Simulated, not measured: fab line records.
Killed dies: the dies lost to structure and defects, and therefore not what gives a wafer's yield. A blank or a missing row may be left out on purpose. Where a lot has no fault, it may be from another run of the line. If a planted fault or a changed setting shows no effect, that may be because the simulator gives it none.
Matching of chambers :: flow nand_harc :: rie_diel-10 running NHARC_A_SLIT_DESCUM_14: 4 sister chambers
The step chemistry O2, time 3 s. 7 wafers are shown with their chamber, then 7 later ones without.

## WAFERS, EACH WITH ITS CHAMBER
wafer: L082.5
chamber: 2
showerhead_plenum_p_Torr (Torr): 2.03
oes_product_au (a.u.): 0.978

wafer: L079.6
chamber: 0
showerhead_plenum_p_Torr (Torr): 1.93
oes_product_au (a.u.): 0.995

wafer: L087.1
chamber: 3
showerhead_plenum_p_Torr (Torr): 1.78
oes_product_au (a.u.): 0.986

wafer: L087.2
chamber: 2
showerhead_plenum_p_Torr (Torr): 2.03
oes_product_au (a.u.): 0.968

wafer: L087.6
chamber: 3
showerhead_plenum_p_Torr (Torr): 1.78
oes_product_au (a.u.): 0.984

wafer: L091.4
chamber: 1
showerhead_plenum_p_Torr (Torr): 1.98
oes_product_au (a.u.): 1.007

wafer: L091.5
chamber: 0
showerhead_plenum_p_Torr (Torr): 1.92
oes_product_au (a.u.): 0.990

## WAFERS MISSING THEIR CHAMBER
wafer: L091.6
showerhead_plenum_p_Torr (Torr): 1.78
oes_product_au (a.u.): 0.981

wafer: L086.1
showerhead_plenum_p_Torr (Torr): 1.98
oes_product_au (a.u.): 1.005

wafer: L086.3
showerhead_plenum_p_Torr (Torr): 2.02
oes_product_au (a.u.): 0.975

wafer: L086.5
showerhead_plenum_p_Torr (Torr): 1.98
oes_product_au (a.u.): 0.992

wafer: L090.1
showerhead_plenum_p_Torr (Torr): 1.78
oes_product_au (a.u.): 0.982

wafer: L090.2
showerhead_plenum_p_Torr (Torr): 1.98
oes_product_au (a.u.): 1.003

wafer: L090.6
showerhead_plenum_p_Torr (Torr): 1.78
oes_product_au (a.u.): 0.986

## EACH ONE'S CHAMBER
wafer: L091.6
from the rows above: 3
in truth: 3

wafer: L086.1
from the rows above: 1
in truth: 1

wafer: L086.3
from the rows above: 2
in truth: 2

wafer: L086.5
from the rows above: 1
in truth: 1

wafer: L090.1
from the rows above: 3
in truth: 3

wafer: L090.2
from the rows above: 1
in truth: 1

wafer: L090.6
from the rows above: 3
in truth: 3
Placed correctly: 7 of 7. Can't be placed from these rows: 0. Placed wrongly: 0.
How it was worked out, from the rows above alone: a wafer's distance from a chamber is the root of the sum, over the readings, of the square of ((its reading less the chamber's mean) divided by the reading's scatter). If the next closest chamber is less than 2 further off than the closest, the wafer can't be placed; otherwise it belongs to the closest. For every chamber, the mean is computed from those of its wafers that are shown. The scatter: take each reading less its chamber's mean, square it, sum over the shown wafers, divide by the number of wafers less the number of chambers, and take the root.
